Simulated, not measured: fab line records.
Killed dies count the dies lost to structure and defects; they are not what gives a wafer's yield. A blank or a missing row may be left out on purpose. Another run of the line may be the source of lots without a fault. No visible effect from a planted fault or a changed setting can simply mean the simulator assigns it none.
Split-lot trial -- flow n5 finfet -- on a route of 1938 steps: 7 lots, 21 wafers read

== ABOUT THE SPLIT ==
At N5_BEOL_M13_ETCH_59 (etches BARC in N2/H2, target depth 89 nm, overetch 26.7 nm, time 67.9 s), the setting time s was moved away from the recipe's 67.9 s on 11 of the 21 wafers read, by -16.0% to +18.0%. This setting was run at the recipe's value on the other wafers.

The reading comes from the split's own step.

== THE READING ==
coat_of_BEOL_M13_COAT_04.thk nm (the simulator's own value, which no gauge read), in nm, at N5_BEOL_M13_ETCH_59 (etches BARC in N2/H2, target depth 89 nm, overetch 26.7 nm, time 67.9 s). The file gives no usual value for it. The 10 wafers here that ran the recipe average 317.0 nm, standard deviation 1.5 nm.

wafer,"tool, chamber at the split","time s as run, s",against the recipe,"coat_of_BEOL_M13_COAT_04.thk nm, nm",against lot-mates on the recipe
L075.1,"rie diel-03, 3",67.9,recipe,317.4,-
L075.2,"rie diel-03, 1",67.9,recipe,318.2,-
L075.3,"rie diel-03, 0",67.9,recipe,318.4,-
L076.1,"rie diel-01, 2",67.9,recipe,315.6,-
L076.2,"rie diel-01, 3",67.9,recipe,313.8,-
L076.6,"rie diel-01, 1",67.9,recipe,316.8,-
L077.4,"rie diel-03, 1",67.9,recipe,319.2,-
L077.5,"rie diel-03, 0",59.16,-12.9%,325.2,+6.0
L077.6,"rie diel-03, 3",59.16,-12.9%,325.8,+6.6
L080.1,"rie diel-03, 3",80.1,+18.0%,306,-11.8
L080.5,"rie diel-03, 3",80.1,+18.0%,307.6,-10.2
L080.6,"rie diel-03, 0",67.9,recipe,317.8,-
L085.1,"rie diel-03, 1",57.05,-16.0%,328.8,no lot-mate on the recipe
L085.2,"rie diel-03, 3",57.05,-16.0%,329.2,no lot-mate on the recipe
L085.5,"rie diel-03, 1",57.05,-16.0%,330.4,no lot-mate on the recipe
L096.1,"rie diel-01, 3",76.1,+12.1%,305.2,-11.0
L096.4,"rie diel-01, 1",67.9,recipe,316.2,-
L096.6,"rie diel-01, 3",76.1,+12.1%,306,-10.2
L095.1,"rie diel-01, 2",67.9,recipe,317,-
L095.3,"rie diel-01, 3",61.04,-10.1%,322.6,+5.6
L095.6,"rie diel-01, 0",61.04,-10.1%,324.8,+7.8

THE FIT
A straight line over all 21 wafers: coat_of_BEOL_M13_COAT_04.thk nm changes by -0.711 nm for each +1% of time s; r = -0.97; the points scatter about the line by 1.8 nm.
The same after taking each lot's own level away (the mean of its wafers on the recipe; 18 wafers): -0.64 nm for each +1%; r = -0.98; scatter 1.4 nm.
On that fit, the largest move of time s shifts the reading by 11 nm.
Across the lots, their own levels run from 315.40 to 319.20 nm, a range of 2.6 times the standard deviation given above.
Thus the slope moves with the lot-to-lot level: the two fits are different.
Check: for one of the wafers moved furthest among these (+18.0%), held out of the fit, the line's prediction against its lot-mates is -12 nm. Against them it came out at -11.8 nm.

== THESE WAFERS: OTHER SPLITS ==
These wafers also went through other splits before the reading. Each is held against what the fit with the lots' levels taken away leaves over:
other split on the same wafers,wafers away from the commonest value,r with coat_of_BEOL_M13_COAT_04.thk nm (lot level and that fit taken away)
N5_BEOL_M8_EXPOSE_08 dose mj,4,-0.11
N5_BEOL_M10_COAT_60 spin rpm,6,-0.63
N5_BEOL_M10_PEB_26 peb time s,6,-0.01
N5_BEOL_M11_ETCH_66 time s,6,+0.28
N5_BEOL_M11_ETCH_41 time s,4,-0.49

== FILE'S OWN FIT ==
coat_of_BEOL_M13_COAT_04.thk nm changes by -0.644 nm for each +1% of time s, r = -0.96.
